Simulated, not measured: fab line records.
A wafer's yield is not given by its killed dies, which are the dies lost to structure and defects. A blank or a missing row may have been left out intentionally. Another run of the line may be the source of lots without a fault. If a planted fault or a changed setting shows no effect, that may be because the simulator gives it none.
fab line records || flow n5_finfet || part 2 of 2: steps 16 to 29 of 29
record: {"lots": 5, "wafers": 15, "last_day": 17}
route steps=1938 shown DUMMY_GATE@240 SPACER0@258 SD_EPI_N@262
lots that met no fault: from a run of the same line without faults
start_h: the number of hours between the record's first day and the start of the first shown wafer of the lot || wait_h: hours since the lot's step before || " repeats the value in the row above || L1.1+2: one row covering several wafers at once || - value missing, or start not given || * or withheld: withheld || < > ~ a bound
route shown NAME@n: names a module that has steps shown in the file, with the first one's number in the route || usual: the fault-free wafers' mean and standard deviation || same: alike in all rows || chamber/n: place in a boat || sites: per-site readings || _std_site: the values' standard deviation || _edge_site: mean of outer sites minus mean of inner sites || radius_mm: for every site, how far away it sits from the centre of the wafer || mask NAME#n: copy n || behind: the tool/chamber that last shaped the wafer || hold: why the lot was held/for how many hours/how that ended || device: the transistor (n, p or np) that didn't switch || end of line: tests of these same wafers at the route's end || step lacking rows: just its recipe || killed: the dies lost at the first sort to structure and to defects; this is not the yield of the wafer || map: a wafer's dies, marking killed ones x, the rest . and places with no die _
set.NAME: the setting the step ran with; set.NAME@STEP: the setting that earlier step ran with || model.NAME: the simulator's own value behind a step, which no gauge read
lots at some steps of the route; a table a step, a row a wafer
services: a tool's chamber out of use, with start hour (start_h, from the record's first day; less than 0 if before it), hours out, and reason
== steps ==
step: N5_DUMMY_GATE_SRD_26
recipe: {"dry": "ipa_marangoni", "time_s": 30, "temp_c": 23, "rinse_liquid": "diw"}
{"lot.wafer": "L075.1+3+4", "tool": "wet_bench-06", "chamber": "5,4,2", "start_h": 53.87, "wait_h": 0.0}
{"lot.wafer": "L079.3+5+6", "tool": "wet_bench-06", "chamber": "4,2,5", "start_h": 80.29, "wait_h": 0.0}
{"lot.wafer": "L080.2+5+6", "tool": "wet_bench-05", "chamber": "3,2,1", "start_h": 84.28, "wait_h": 0.0}
{"lot.wafer": "L089.3+5+6", "tool": "wet_bench-05", "chamber": "3,0,7", "start_h": 144.53, "wait_h": 0.0}
{"lot.wafer": "L094.2+3+5", "tool": "wet_bench-05", "chamber": "7,6,0", "start_h": 168.28, "wait_h": 0.0}
step: N5_DUMMY_GATE_UV_OZONE_45
recipe: {"time_s": 120, "pressure_torr": 760, "temp_c": 25}
{"lot.wafer": "L075.1+3+4", "tool": "wet_bench-06", "chamber": "5,4,2", "start_h": 53.88, "wait_h": 0.0}
{"lot.wafer": "L079.3+5+6", "tool": "wet_bench-06", "chamber": "4,2,5", "start_h": 80.31, "wait_h": 0.0}
{"lot.wafer": "L080.2+5+6", "tool": "wet_bench-05", "chamber": "3,2,1", "start_h": 84.30, "wait_h": 0.0}
{"lot.wafer": "L089.3+5+6", "tool": "wet_bench-05", "chamber": "3,0,7", "start_h": 144.54, "wait_h": 0.0}
{"lot.wafer": "L094.2+3+5", "tool": "wet_bench-05", "chamber": "7,6,0", "start_h": 168.30, "wait_h": 0.0}
step: N5_DUMMY_GATE_INSPECT_27
recipe: {"inspect_instrument": "brightfield", "mode": "aei"}
usual: {"raw_defect_count": "289/72"}
{"lot.wafer": "L075.1", "tool": "defect_inspect-02", "chamber": "-", "start_h": 53.94, "wait_h": 0.0, "raw_defect_count": 369}
{"lot.wafer": "L075.3", "tool": "defect_inspect-02", "chamber": "-", "start_h": 53.94, "wait_h": 0.0, "raw_defect_count": 342}
{"lot.wafer": "L075.4", "tool": "defect_inspect-02", "chamber": "-", "start_h": 53.94, "wait_h": 0.0, "raw_defect_count": 326}
{"lot.wafer": "L079.3", "tool": "defect_inspect-02", "chamber": "-", "start_h": 80.37, "wait_h": 0.0, "raw_defect_count": 251}
{"lot.wafer": "L079.5", "tool": "defect_inspect-02", "chamber": "-", "start_h": 80.37, "wait_h": 0.0, "raw_defect_count": 441}
{"lot.wafer": "L079.6", "tool": "defect_inspect-02", "chamber": "-", "start_h": 80.37, "wait_h": 0.0, "raw_defect_count": 250}
{"lot.wafer": "L080.2", "tool": "defect_inspect-01", "chamber": "-", "start_h": 84.36, "wait_h": 0.0, "raw_defect_count": 257}
{"lot.wafer": "L080.5", "tool": "defect_inspect-01", "chamber": "-", "start_h": 84.36, "wait_h": 0.0, "raw_defect_count": 275}
{"lot.wafer": "L080.6", "tool": "defect_inspect-01", "chamber": "-", "start_h": 84.36, "wait_h": 0.0, "raw_defect_count": 192}
{"lot.wafer": "L089.3", "tool": "defect_inspect-02", "chamber": "-", "start_h": 144.60, "wait_h": 0.0, "raw_defect_count": 372}
{"lot.wafer": "L089.5", "tool": "defect_inspect-02", "chamber": "-", "start_h": 144.60, "wait_h": 0.0, "raw_defect_count": 342}
{"lot.wafer": "L089.6", "tool": "defect_inspect-02", "chamber": "-", "start_h": 144.60, "wait_h": 0.0, "raw_defect_count": 276}
{"lot.wafer": "L094.2", "tool": "defect_inspect-02", "chamber": "-", "start_h": 168.36, "wait_h": 0.0, "raw_defect_count": 383}
{"lot.wafer": "L094.3", "tool": "defect_inspect-02", "chamber": "-", "start_h": 168.36, "wait_h": 0.0, "raw_defect_count": 265}
{"lot.wafer": "L094.5", "tool": "defect_inspect-02", "chamber": "-", "start_h": 168.36, "wait_h": 0.0, "raw_defect_count": 418}
step: N5_SPACER0_ALD_07
recipe: {"material": "SiNx", "target_thk_a": 20, "temp_c": 400, "ald_precursor_family": "SiH2I2", "ald_co_reactant": "N2/H2-plasma", "pressure_torr": 2}
usual: {"heater_power_w": "826/120", "susceptor_temp_C": "399.99/0.22"}
{"lot.wafer": "L075.1", "tool": "ald_sin-03", "chamber": 0, "start_h": 54.57, "wait_h": 0.6, "heater_power_w": 735, "susceptor_temp_C": 399.97}
{"lot.wafer": "L075.3", "tool": "ald_sin-03", "chamber": 1, "start_h": 54.57, "wait_h": 0.6, "heater_power_w": 920, "susceptor_temp_C": 400.22}
{"lot.wafer": "L075.4", "tool": "ald_sin-03", "chamber": 1, "start_h": 54.57, "wait_h": 0.6, "heater_power_w": 910, "susceptor_temp_C": 400.10}
{"lot.wafer": "L079.3", "tool": "ald_sin-03", "chamber": 0, "start_h": 80.40, "wait_h": 0.0, "heater_power_w": 735, "susceptor_temp_C": 399.68}
{"lot.wafer": "L079.5", "tool": "ald_sin-03", "chamber": 0, "start_h": 80.40, "wait_h": 0.0, "heater_power_w": 745, "susceptor_temp_C": 399.92}
{"lot.wafer": "L079.6", "tool": "ald_sin-03", "chamber": 2, "start_h": 80.40, "wait_h": 0.0, "heater_power_w": 637, "susceptor_temp_C": 399.88}
{"lot.wafer": "L080.2", "tool": "ald_sin-03", "chamber": 1, "start_h": 84.39, "wait_h": 0.0, "heater_power_w": 934, "susceptor_temp_C": 400.32}
{"lot.wafer": "L080.5", "tool": "ald_sin-03", "chamber": 0, "start_h": 84.39, "wait_h": 0.0, "heater_power_w": 745, "susceptor_temp_C": 400.07}
{"lot.wafer": "L080.6", "tool": "ald_sin-03", "chamber": 2, "start_h": 84.39, "wait_h": 0.0, "heater_power_w": 642, "susceptor_temp_C": 399.92}
{"lot.wafer": "L089.3", "tool": "ald_sin-02", "chamber": 3, "start_h": 144.64, "wait_h": 0.0, "heater_power_w": 747, "susceptor_temp_C": 399.86}
{"lot.wafer": "L089.5", "tool": "ald_sin-02", "chamber": 3, "start_h": 144.64, "wait_h": 0.0, "heater_power_w": 738, "susceptor_temp_C": 400.04}
{"lot.wafer": "L089.6", "tool": "ald_sin-02", "chamber": 0, "start_h": 144.64, "wait_h": 0.0, "heater_power_w": 890, "susceptor_temp_C": 399.84}
{"lot.wafer": "L094.2", "tool": "ald_sin-01", "chamber": 1, "start_h": 168.39, "wait_h": 0.0, "heater_power_w": 700, "susceptor_temp_C": 400.20}
{"lot.wafer": "L094.3", "tool": "ald_sin-01", "chamber": 3, "start_h": 168.39, "wait_h": 0.0, "heater_power_w": 903, "susceptor_temp_C": 399.76}
{"lot.wafer": "L094.5", "tool": "ald_sin-01", "chamber": 2, "start_h": 168.39, "wait_h": 0.0, "heater_power_w": 951, "susceptor_temp_C": 399.98}
step: N5_SPACER0_ALD_00
recipe: {"material": "SiOCN", "target_thk_a": 35, "temp_c": 400, "ald_precursor_family": "alkyl-aminosilane", "ald_co_reactant": "O2/N2-plasma", "pulse_time_s": 3, "purge_time_s": 2, "co_reactant_purge_time_s": 2, "ald_cycles": 58, "pressure_torr": 2}
usual: {"heater_power_w": "827/120", "precursor_pulse_height_rel": "1.000/0.02", "susceptor_temp_C": "400.01/0.21"}
{"lot.wafer": "L075.1", "tool": "ald_sin-03", "chamber": 0, "start_h": 54.72, "wait_h": 0.1, "heater_power_w": 719, "precursor_pulse_height_rel": 0.968, "susceptor_temp_C": 400.31}
{"lot.wafer": "L075.3", "tool": "ald_sin-03", "chamber": 1, "start_h": 54.72, "wait_h": 0.1, "heater_power_w": 914, "precursor_pulse_height_rel": 1.039, "susceptor_temp_C": 400.12}
{"lot.wafer": "L075.4", "tool": "ald_sin-03", "chamber": 1, "start_h": 54.72, "wait_h": 0.1, "heater_power_w": 953, "precursor_pulse_height_rel": 1.011, "susceptor_temp_C": 400.04}
{"lot.wafer": "L079.3", "tool": "ald_sin-03", "chamber": 0, "start_h": 80.56, "wait_h": 0.1, "heater_power_w": 749, "precursor_pulse_height_rel": 0.996, "susceptor_temp_C": 400.21}
{"lot.wafer": "L079.5", "tool": "ald_sin-03", "chamber": 0, "start_h": 80.56, "wait_h": 0.1, "heater_power_w": 726, "precursor_pulse_height_rel": 0.994, "susceptor_temp_C": 400.03}
{"lot.wafer": "L079.6", "tool": "ald_sin-03", "chamber": 2, "start_h": 80.56, "wait_h": 0.1, "heater_power_w": 632, "precursor_pulse_height_rel": 0.997, "susceptor_temp_C": 400.22}
{"lot.wafer": "L080.2", "tool": "ald_sin-03", "chamber": 1, "start_h": 84.54, "wait_h": 0.1, "heater_power_w": 924, "precursor_pulse_height_rel": 1.023, "susceptor_temp_C": 399.95}
{"lot.wafer": "L080.5", "tool": "ald_sin-03", "chamber": 0, "start_h": 84.54, "wait_h": 0.1, "heater_power_w": 733, "precursor_pulse_height_rel": 1.008, "susceptor_temp_C": 399.92}
{"lot.wafer": "L080.6", "tool": "ald_sin-03", "chamber": 2, "start_h": 84.54, "wait_h": 0.1, "heater_power_w": 623, "precursor_pulse_height_rel": 0.996, "susceptor_temp_C": 400.10}
{"lot.wafer": "L089.3", "tool": "ald_sin-02", "chamber": 3, "start_h": 144.79, "wait_h": 0.1, "heater_power_w": 733, "precursor_pulse_height_rel": 0.977, "susceptor_temp_C": 400.35}
{"lot.wafer": "L089.5", "tool": "ald_sin-02", "chamber": 3, "start_h": 144.79, "wait_h": 0.1, "heater_power_w": 741, "precursor_pulse_height_rel": 1.056, "susceptor_temp_C": 400.11}
{"lot.wafer": "L089.6", "tool": "ald_sin-02", "chamber": 0, "start_h": 144.79, "wait_h": 0.1, "heater_power_w": 895, "precursor_pulse_height_rel": 0.983, "susceptor_temp_C": 399.63}
{"lot.wafer": "L094.2", "tool": "ald_sin-01", "chamber": 1, "start_h": 168.55, "wait_h": 0.1, "heater_power_w": 689, "precursor_pulse_height_rel": 1.034, "susceptor_temp_C": 399.90}
{"lot.wafer": "L094.3", "tool": "ald_sin-01", "chamber": 3, "start_h": 168.55, "wait_h": 0.1, "heater_power_w": 898, "precursor_pulse_height_rel": 1.005, "susceptor_temp_C": 399.81}
{"lot.wafer": "L094.5", "tool": "ald_sin-01", "chamber": 2, "start_h": 168.55, "wait_h": 0.1, "heater_power_w": 931, "precursor_pulse_height_rel": 1.003, "susceptor_temp_C": 400.00}
step: N5_SPACER0_ALD_08
recipe: {"material": "SiNx", "target_thk_a": 20, "temp_c": 400, "ald_precursor_family": "SiH2I2", "ald_co_reactant": "N2/H2-plasma", "pressure_torr": 2}
usual: {"heater_power_w": "826/120", "susceptor_temp_C": "400.00/0.21"}
{"lot.wafer": "L075.1", "tool": "ald_sin-03", "chamber": 0, "start_h": 54.98, "wait_h": 0.1, "heater_power_w": 743, "susceptor_temp_C": 399.84}
{"lot.wafer": "L075.3", "tool": "ald_sin-03", "chamber": 1, "start_h": 54.98, "wait_h": 0.1, "heater_power_w": 940, "susceptor_temp_C": 400.14}
{"lot.wafer": "L075.4", "tool": "ald_sin-03", "chamber": 1, "start_h": 54.98, "wait_h": 0.1, "heater_power_w": 912, "susceptor_temp_C": 399.98}
{"lot.wafer": "L079.3", "tool": "ald_sin-03", "chamber": 0, "start_h": 80.81, "wait_h": 0.1, "heater_power_w": 741, "susceptor_temp_C": 399.84}
{"lot.wafer": "L079.5", "tool": "ald_sin-03", "chamber": 0, "start_h": 80.81, "wait_h": 0.1, "heater_power_w": 760, "susceptor_temp_C": 400.00}
{"lot.wafer": "L079.6", "tool": "ald_sin-03", "chamber": 2, "start_h": 80.81, "wait_h": 0.1, "heater_power_w": 632, "susceptor_temp_C": 399.98}
{"lot.wafer": "L080.2", "tool": "ald_sin-03", "chamber": 1, "start_h": 84.80, "wait_h": 0.1, "heater_power_w": 924, "susceptor_temp_C": 400.31}
{"lot.wafer": "L080.5", "tool": "ald_sin-03", "chamber": 0, "start_h": 84.80, "wait_h": 0.1, "heater_power_w": 749, "susceptor_temp_C": 399.96}
{"lot.wafer": "L080.6", "tool": "ald_sin-03", "chamber": 2, "start_h": 84.80, "wait_h": 0.1, "heater_power_w": 633, "susceptor_temp_C": 400.25}
{"lot.wafer": "L089.3", "tool": "ald_sin-02", "chamber": 3, "start_h": 145.05, "wait_h": 0.1, "heater_power_w": 720, "susceptor_temp_C": 399.94}
{"lot.wafer": "L089.5", "tool": "ald_sin-02", "chamber": 3, "start_h": 145.05, "wait_h": 0.1, "heater_power_w": 736, "susceptor_temp_C": 399.98}
{"lot.wafer": "L089.6", "tool": "ald_sin-02", "chamber": 0, "start_h": 145.05, "wait_h": 0.1, "heater_power_w": 875, "susceptor_temp_C": 399.92}
{"lot.wafer": "L094.2", "tool": "ald_sin-01", "chamber": 1, "start_h": 168.80, "wait_h": 0.1, "heater_power_w": 675, "susceptor_temp_C": 399.63}
{"lot.wafer": "L094.3", "tool": "ald_sin-01", "chamber": 3, "start_h": 168.80, "wait_h": 0.1, "heater_power_w": 913, "susceptor_temp_C": 400.16}
{"lot.wafer": "L094.5", "tool": "ald_sin-01", "chamber": 2, "start_h": 168.80, "wait_h": 0.1, "heater_power_w": 934, "susceptor_temp_C": 399.78}
step: N5_SPACER0_INSPECT_04
recipe: {"inspect_instrument": "darkfield", "mode": "post_dep"}
usual: {"raw_defect_count": "134/30"}
{"lot.wafer": "L075.1", "tool": "defect_inspect-02", "chamber": "-", "start_h": 55.13, "wait_h": 0.1, "raw_defect_count": 145}
{"lot.wafer": "L075.3", "tool": "defect_inspect-02", "chamber": "-", "start_h": 55.13, "wait_h": 0.1, "raw_defect_count": 154}
{"lot.wafer": "L075.4", "tool": "defect_inspect-02", "chamber": "-", "start_h": 55.13, "wait_h": 0.1, "raw_defect_count": 139}
{"lot.wafer": "L079.3", "tool": "defect_inspect-02", "chamber": "-", "start_h": 80.97, "wait_h": 0.1, "raw_defect_count": 106}
{"lot.wafer": "L079.5", "tool": "defect_inspect-02", "chamber": "-", "start_h": 80.97, "wait_h": 0.1, "raw_defect_count": 181}
{"lot.wafer": "L079.6", "tool": "defect_inspect-02", "chamber": "-", "start_h": 80.97, "wait_h": 0.1, "raw_defect_count": 131}
{"lot.wafer": "L080.2", "tool": "defect_inspect-01", "chamber": "-", "start_h": 84.96, "wait_h": 0.1, "raw_defect_count": 111}
{"lot.wafer": "L080.5", "tool": "defect_inspect-01", "chamber": "-", "start_h": 84.96, "wait_h": 0.1, "raw_defect_count": 133}
{"lot.wafer": "L080.6", "tool": "defect_inspect-01", "chamber": "-", "start_h": 84.96, "wait_h": 0.1, "raw_defect_count": 104}
{"lot.wafer": "L089.3", "tool": "defect_inspect-02", "chamber": "-", "start_h": 145.20, "wait_h": 0.1, "raw_defect_count": 153}
{"lot.wafer": "L089.5", "tool": "defect_inspect-02", "chamber": "-", "start_h": 145.20, "wait_h": 0.1, "raw_defect_count": 138}
{"lot.wafer": "L089.6", "tool": "defect_inspect-02", "chamber": "-", "start_h": 145.20, "wait_h": 0.1, "raw_defect_count": 111}
{"lot.wafer": "L094.2", "tool": "defect_inspect-01", "chamber": "-", "start_h": 168.96, "wait_h": 0.1, "raw_defect_count": 163}
{"lot.wafer": "L094.3", "tool": "defect_inspect-01", "chamber": "-", "start_h": 168.96, "wait_h": 0.1, "raw_defect_count": 110}
{"lot.wafer": "L094.5", "tool": "defect_inspect-01", "chamber": "-", "start_h": 168.96, "wait_h": 0.1, "raw_defect_count": 220}
step: N5_SD_EPI_N_COAT_32
recipe: {"resist": "SOC", "temp_c": 250, "time_s": 60, "spin_rpm": 1500, "resist_thk_nm": 350}
{"lot.wafer": "L075.1+3+4", "tool": "litho_track-01", "chamber": 0, "start_h": 55.17, "wait_h": 0.0}
{"lot.wafer": "L079.3+5+6", "tool": "litho_track-03", "chamber": 0, "start_h": 81.00, "wait_h": 0.0}
{"lot.wafer": "L080.2+5+6", "tool": "litho_track-01", "chamber": 0, "start_h": 84.99, "wait_h": 0.0}
{"lot.wafer": "L089.3+5+6", "tool": "litho_track-01", "chamber": 0, "start_h": 145.24, "wait_h": 0.0}
{"lot.wafer": "L094.2+3+5", "tool": "litho_track-01", "chamber": 0, "start_h": 168.99, "wait_h": 0.0}
step: N5_SD_EPI_N_COAT_33
recipe: {"resist": "SiARC", "temp_c": 220, "time_s": 60, "spin_rpm": 1500, "resist_thk_nm": 35}
{"lot.wafer": "L075.1+3+4", "tool": "litho_track-01", "chamber": 0, "start_h": "-", "wait_h": "-"}
{"lot.wafer": "L079.3+5+6", "tool": "litho_track-03", "chamber": 0, "start_h": "-", "wait_h": "-"}
{"lot.wafer": "L080.2+5+6", "tool": "litho_track-01", "chamber": 0, "start_h": "-", "wait_h": "-"}
{"lot.wafer": "L089.3+5+6", "tool": "litho_track-01", "chamber": 0, "start_h": "-", "wait_h": "-"}
{"lot.wafer": "L094.2+3+5", "tool": "litho_track-01", "chamber": 0, "start_h": "-", "wait_h": "-"}
step: N5_SD_EPI_N_COAT_03
recipe: {"resist": "CAR-ArF-block", "spin_rpm": 1500, "resist_thk_nm": 150}
{"lot.wafer": "L075.1+3+4", "tool": "litho_track-01", "chamber": 0, "start_h": "-", "wait_h": "-"}
{"lot.wafer": "L079.3+5+6", "tool": "litho_track-03", "chamber": 0, "start_h": "-", "wait_h": "-"}
{"lot.wafer": "L080.2+5+6", "tool": "litho_track-01", "chamber": 0, "start_h": "-", "wait_h": "-"}
{"lot.wafer": "L089.3+5+6", "tool": "litho_track-01", "chamber": 0, "start_h": "-", "wait_h": "-"}
{"lot.wafer": "L094.2+3+5", "tool": "litho_track-01", "chamber": 0, "start_h": "-", "wait_h": "-"}
step: N5_SD_EPI_N_EBR_05
recipe: {"solvent": "PGMEA", "ebr_width_mm": 1.5}
{"lot.wafer": "L075.1+3+4", "tool": "litho_track-01", "chamber": 0, "start_h": "-", "wait_h": "-"}
{"lot.wafer": "L079.3+5+6", "tool": "litho_track-03", "chamber": 0, "start_h": "-", "wait_h": "-"}
{"lot.wafer": "L080.2+5+6", "tool": "litho_track-01", "chamber": 0, "start_h": "-", "wait_h": "-"}
{"lot.wafer": "L089.3+5+6", "tool": "litho_track-01", "chamber": 0, "start_h": "-", "wait_h": "-"}
{"lot.wafer": "L094.2+3+5", "tool": "litho_track-01", "chamber": 0, "start_h": "-", "wait_h": "-"}
step: N5_SD_EPI_N_SOFTBAKE_04
recipe: {"temp_c": 110, "time_s": 60, "resist": "CAR-ArF-block"}
{"lot.wafer": "L075.1+3+4", "tool": "litho_track-01", "chamber": 0, "start_h": "-", "wait_h": "-"}
{"lot.wafer": "L079.3+5+6", "tool": "litho_track-03", "chamber": 0, "start_h": "-", "wait_h": "-"}
{"lot.wafer": "L080.2+5+6", "tool": "litho_track-01", "chamber": 0, "start_h": "-", "wait_h": "-"}
{"lot.wafer": "L089.3+5+6", "tool": "litho_track-01", "chamber": 0, "start_h": "-", "wait_h": "-"}
{"lot.wafer": "L094.2+3+5", "tool": "litho_track-01", "chamber": 0, "start_h": "-", "wait_h": "-"}
step: N5_SD_EPI_N_EXPOSE_06
recipe: {"mask_id": "SD_N_BLK", "na": 1.35, "source_shape": "conventional", "sigma_outer": 0.8, "polarization": "unpolarized", "target_cd_nm": 120, "dose_mj": 39.75}
usual: {"focus_offset_nm": "-0.2/0.5"}
{"lot.wafer": "L075.1", "tool": "arfi_scanner-03", "chamber": 0, "start_h": 55.41, "wait_h": "-", "mask": "SD_N_BLK#0", "focus_offset_nm": 0.4}
{"lot.wafer": "L075.3", "tool": "arfi_scanner-03", "chamber": 0, "start_h": 55.41, "wait_h": "-", "mask": "SD_N_BLK#0", "focus_offset_nm": -0.5}
{"lot.wafer": "L075.4", "tool": "arfi_scanner-03", "chamber": 0, "start_h": 55.41, "wait_h": "-", "mask": "SD_N_BLK#0", "focus_offset_nm": 0.1}
{"lot.wafer": "L079.3", "tool": "arfi_scanner-02", "chamber": 0, "start_h": 81.13, "wait_h": "-", "mask": "SD_N_BLK#0", "focus_offset_nm": -0.1}
{"lot.wafer": "L079.5", "tool": "arfi_scanner-02", "chamber": 0, "start_h": 81.13, "wait_h": "-", "mask": "SD_N_BLK#0", "focus_offset_nm": -0.4}
{"lot.wafer": "L079.6", "tool": "arfi_scanner-02", "chamber": 0, "start_h": 81.13, "wait_h": "-", "mask": "SD_N_BLK#0", "focus_offset_nm": -0.5}
{"lot.wafer": "L080.2", "tool": "arfi_scanner-03", "chamber": 0, "start_h": 85.24, "wait_h": "-", "mask": "SD_N_BLK#0", "focus_offset_nm": 0.5}
{"lot.wafer": "L080.5", "tool": "arfi_scanner-03", "chamber": 0, "start_h": 85.24, "wait_h": "-", "mask": "SD_N_BLK#0", "focus_offset_nm": 0.4}
{"lot.wafer": "L080.6", "tool": "arfi_scanner-03", "chamber": 0, "start_h": 85.24, "wait_h": "-", "mask": "SD_N_BLK#0", "focus_offset_nm": -0.1}
{"lot.wafer": "L089.3", "tool": "arfi_scanner-01", "chamber": 0, "start_h": 145.37, "wait_h": "-", "mask": "SD_N_BLK#0", "focus_offset_nm": 0.3}
{"lot.wafer": "L089.5", "tool": "arfi_scanner-01", "chamber": 0, "start_h": 145.37, "wait_h": "-", "mask": "SD_N_BLK#0", "focus_offset_nm": -0.3}
{"lot.wafer": "L089.6", "tool": "arfi_scanner-01", "chamber": 0, "start_h": 145.37, "wait_h": "-", "mask": "SD_N_BLK#0", "focus_offset_nm": -0.3}
{"lot.wafer": "L094.2", "tool": "arfi_scanner-02", "chamber": 0, "start_h": 169.12, "wait_h": "-", "mask": "SD_N_BLK#0", "focus_offset_nm": -0.3}
{"lot.wafer": "L094.3", "tool": "arfi_scanner-02", "chamber": 0, "start_h": 169.12, "wait_h": "-", "mask": "SD_N_BLK#0", "focus_offset_nm": -0.4}
{"lot.wafer": "L094.5", "tool": "arfi_scanner-02", "chamber": 0, "start_h": 169.12, "wait_h": "-", "mask": "SD_N_BLK#0", "focus_offset_nm": -0.7}
step: N5_SD_EPI_N_PEB_07
recipe: {"peb_temp_c": 110, "peb_time_s": 60, "resist": "CAR-ArF-block"}
{"lot.wafer": "L075.1+3+4", "tool": "litho_track-03", "chamber": 0, "start_h": 55.47, "wait_h": 0.1}
{"lot.wafer": "L079.3+5+6", "tool": "litho_track-01", "chamber": 0, "start_h": 81.18, "wait_h": 0.0}
{"lot.wafer": "L080.2+5+6", "tool": "litho_track-03", "chamber": 0, "start_h": 85.29, "wait_h": 0.0}
{"lot.wafer": "L089.3+5+6", "tool": "litho_track-01", "chamber": 0, "start_h": 145.41, "wait_h": 0.0}
{"lot.wafer": "L094.2+3+5", "tool": "litho_track-04", "chamber": 0, "start_h": 169.17, "wait_h": 0.0}
== services ==
{"tool": "wet_bench-05", "chamber": "-", "start_h": 30.88, "hours": 2.3, "kind": "repair"}
{"tool": "rie_si-01", "chamber": 0, "start_h": 35.66, "hours": 4.7, "kind": "repair"}
{"tool": "ald_sin-02", "chamber": 0, "start_h": 40.03, "hours": 8.5, "kind": "repair"}
{"tool": "rie_si-03", "chamber": "-", "start_h": 43.24, "hours": 14.6, "kind": "pm"}
{"tool": "ald_sin-02", "chamber": "-", "start_h": 47.99, "hours": 28.1, "kind": "pm"}
{"tool": "ald_sin-03", "chamber": 3, "start_h": 54.19, "hours": 3.0, "kind": "repair"}
{"tool": "rie_diel-05", "chamber": 1, "start_h": 55.66, "hours": 1.7, "kind": "repair"}
{"tool": "rie_si-06", "chamber": "-", "start_h": 56.52, "hours": 14.6, "kind": "pm"}
{"tool": "ald_sin-03", "chamber": 0, "start_h": 59.67, "hours": 15.9, "kind": "repair"}
{"tool": "ald_sin-03", "chamber": "-", "start_h": 61.54, "hours": 6.1, "kind": "pm"}
{"tool": "rie_si-06", "chamber": "-", "start_h": 75.64, "hours": 0.1, "kind": "repair"}
{"tool": "ald_sin-03", "chamber": 3, "start_h": 76.69, "hours": 9.6, "kind": "repair"}
{"tool": "rie_diel-05", "chamber": "-", "start_h": 77.98, "hours": 2.8, "kind": "pm"}
{"tool": "rie_diel-02", "chamber": 2, "start_h": 84.27, "hours": 3.8, "kind": "repair"}
{"tool": "ald_sin-01", "chamber": "-", "start_h": 85.90, "hours": 14.0, "kind": "pm"}
{"tool": "rie_si-06", "chamber": "-", "start_h": 93.60, "hours": 2.1, "kind": "repair"}
{"tool": "ald_sin-03", "chamber": 0, "start_h": 95.77, "hours": 2.0, "kind": "repair"}
{"tool": "wet_bench-06", "chamber": "-", "start_h": 97.48, "hours": 7.4, "kind": "repair"}
{"tool": "ald_sin-01", "chamber": 2, "start_h": 126.17, "hours": 3.7, "kind": "repair"}
{"tool": "rie_si-03", "chamber": 3, "start_h": 138.95, "hours": 7.1, "kind": "repair"}
{"tool": "ald_sin-02", "chamber": "-", "start_h": 139.72, "hours": 0.6, "kind": "repair"}
{"tool": "rie_diel-04", "chamber": 1, "start_h": 142.41, "hours": 4.1, "kind": "repair"}
{"tool": "rie_diel-05", "chamber": 0, "start_h": 149.93, "hours": 9.9, "kind": "repair"}
{"tool": "rie_si-03", "chamber": 1, "start_h": 165.83, "hours": 4.1, "kind": "repair"}
